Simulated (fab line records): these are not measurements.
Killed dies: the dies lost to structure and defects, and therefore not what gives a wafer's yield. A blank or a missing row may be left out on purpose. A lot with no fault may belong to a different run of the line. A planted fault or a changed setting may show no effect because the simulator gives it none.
Struck lot and sound lot, side by side / flow n5_finfet / 15 out of 1938 route steps
Sound: these wafers, L197.1, L197.3, L197.5. Wafers struck: L208.2, L208.3, L208.4. The cause comes at the end.
At each step with rows: each side's tool, then ch and its chambers, then its first start. Under that, the readings that differ: sound wafers / struck wafers / difference of the means / sigmas: that difference in standard deviations of wafers without a fault.
alike: words and numbers the same on both sides, and readings whose means are apart by under 2 such deviations; not compared: readings that were withheld, readings missing a value for some wafer, numbers with overlapping values and no deviation given by the record, and bounds like >300 which may hide the same value.
Wherever a step has rows on one side only, a row that says differs or no value, or a row with sigmas, the two part there. Numbers that don't overlap but have no deviation are shown without sigmas and don't part them. A reading missing from all wafers of one side parts the sides only when that side holds two or more wafers.

first, 1 step without rows for these wafers: N5_BEOL_M1_ANNEAL_87 (time 240 s).
N5_BEOL_M1_SPUTTER_88: material Cu, target thk 4.5 nm, time 8.29 s.
  sound: pvd_sputter-03 at day 8 11:01; struck: pvd_sputter-03 at day 10 23:42
  alike: throttle_valve_pct
N5_BEOL_M1_ANNEAL_89: time 240 s.
  sound: pvd_sputter-03 at day 8 11:05; struck: pvd_sputter-03 at day 10 23:47
  alike: heater_power_w
N5_BEOL_M1_SPUTTER_90: material Cu, target thk 4.5 nm, time 8.29 s.
  sound: pvd_sputter-03 at day 8 11:14; struck: pvd_sputter-03 at day 10 23:55
  alike: throttle_valve_pct
then, 1 step without rows for these wafers: N5_BEOL_M1_ANNEAL_91 (time 240 s).
N5_BEOL_M1_SPUTTER_92: material Cu, target thk 4.5 nm, time 8.29 s.
  sound: pvd_sputter-03 at day 8 11:27; struck: pvd_sputter-03 at day 11 00:08
  alike: throttle_valve_pct
N5_BEOL_M1_ANNEAL_93: time 240 s.
  sound: pvd_sputter-03 at day 8 11:32; struck: pvd_sputter-03 at day 11 00:13
  alike: heater_power_w
then, 5 steps without rows for these wafers: N5_BEOL_M1_SPUTTER_94 (material Cu, target thk 4.5 nm, time 8.29 s); N5_BEOL_M1_ANNEAL_95 (time 240 s); N5_BEOL_M1_SPUTTER_96 (material Cu, target thk 4.5 nm, time 8.29 s); N5_BEOL_M1_ECD_50 (material Cu, target thk 300 nm); N5_BEOL_M1_ANNEAL_51 (time 90 s).
N5_BEOL_M1_CMP_52: polishes, stops on SiOC, t overpolish 6.8 s, target thk 40 nm.
  sound on cmp-04 ch 0,3, day 8 12:23; struck on cmp-04 ch 0,1,2, day 11 01:04
reading=barrier_field_endpoint_s (s); sound=24.7 24.1 24.2; struck=20.9 21.1 20.6; difference=-3.5; sigmas=-4
reading=head_pressure_psi (psi); sound=1.0034 1.0022 1.0001; struck=1.1949 1.1907 1.1894; difference=+0.1898; sigmas=+83
reading=overpolish_run_s (s); sound=6.810 6.792 6.817; struck=6.795 6.786 6.783; difference=-0.018; sigmas=-2
  alike: motor_current_A, retaining_ring_pressure_frac, time_to_endpoint_s
N5_BEOL_M4_RC_MEAS_101:
  sound on prober-01 ch 0, day 9 17:38; struck on prober-01 ch 0, day 12 05:05
  alike: DIBL_N, DIBL_P, IOFF_N, IOFF_P, ION_N, ION_P, SS_N, SS_P, VT_N, VT_P
-- record jumps: 4 days separate the struck wafers' starts on either side; left off in module BEOL_M4, taken up again in module PASSIVATION, whose first shown step is the route's number 1936 --
N5_PASSIVATION_PROBE_49:
  sound: prober-02 at day 13 16:24; struck: prober-02 at day 15 19:23
reading=killed_on_rim; sound=16 22 12; struck=2 11 10; difference=-9; sigmas=-2
  alike: defect_limited_yield, killed_at_M0_to_M3, killed_at_M4_up, killed_at_contacts, killed_at_front_end, killed_at_other, killed_dies, killed_open, killed_short, sort_bin_4_leakage, sort_bin_5_function, sort_bin_6_memory, sort_n_pass, sort_yield_pct

WHERE THEY PART
At N5_BEOL_M1_CMP_52 first; at N5_PASSIVATION_PROBE_49 last (within this record only).

WHY: what had been put in by the simulator
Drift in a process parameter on cmp-04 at N5_BEOL_M1_CMP_52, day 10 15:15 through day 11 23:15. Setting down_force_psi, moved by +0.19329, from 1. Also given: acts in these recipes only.
